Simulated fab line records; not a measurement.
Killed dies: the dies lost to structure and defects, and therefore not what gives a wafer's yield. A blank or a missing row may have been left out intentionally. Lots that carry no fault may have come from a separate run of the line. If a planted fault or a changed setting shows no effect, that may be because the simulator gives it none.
Chamber matching	flow n5Finfet	3 sister chambers for N5_BEOL_M9_ILD_DEP_00 on pecvd-01
The step deposits SiCOH lowk from DEMS/porogen, target thk 308.51 nm, time 58 s. 3 wafers are shown with their chamber, then 10 later ones without.

== WAFERS WITH THEIR CHAMBER ==
wafer	chamber	heaterPowerW (W)
L088.1	1	456
L088.2	2	255
L092.4	0	241

== WAFERS MISSING THEIR CHAMBER ==
wafer	heaterPowerW (W)
L092.6	257
L096.1	410
L096.2	262
L096.6	260
L095.1	229
L095.2	397
L095.5	397
L097.1	211
L097.3	263
L097.5	204

== WHICH CHAMBER EACH WENT THROUGH ==
wafer	from the rows above	in truth
L092.6	can't be placed: 2 or 0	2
L096.1	1	1
L096.2	can't be placed: 2 or 0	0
L096.6	can't be placed: 2 or 0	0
L095.1	can't be placed: 0 or 2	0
L095.2	1	1
L095.5	1	1
L097.1	can't be placed: 0 or 2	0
L097.3	can't be placed: 2 or 0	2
L097.5	can't be placed: 0 or 2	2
Correctly placed: 3 of 10. Cannot be placed on the basis of these rows: 7; the candidates contain the true chamber in 7. 0 placed wrongly.
How it was worked out, from the rows above alone: a wafer's distance from a chamber is the root of the sum, over the readings, of the square of ((its reading less the chamber's mean) divided by the reading's scatter). If the next closest chamber is less than 2 further off than the closest, the wafer can't be placed; otherwise it belongs to the closest. The mean given for a chamber averages the wafers shown for that chamber. The scatter: with one shown wafer a chamber, the root of the mean of the squares of how far each hidden wafer lies from its nearest shown one.
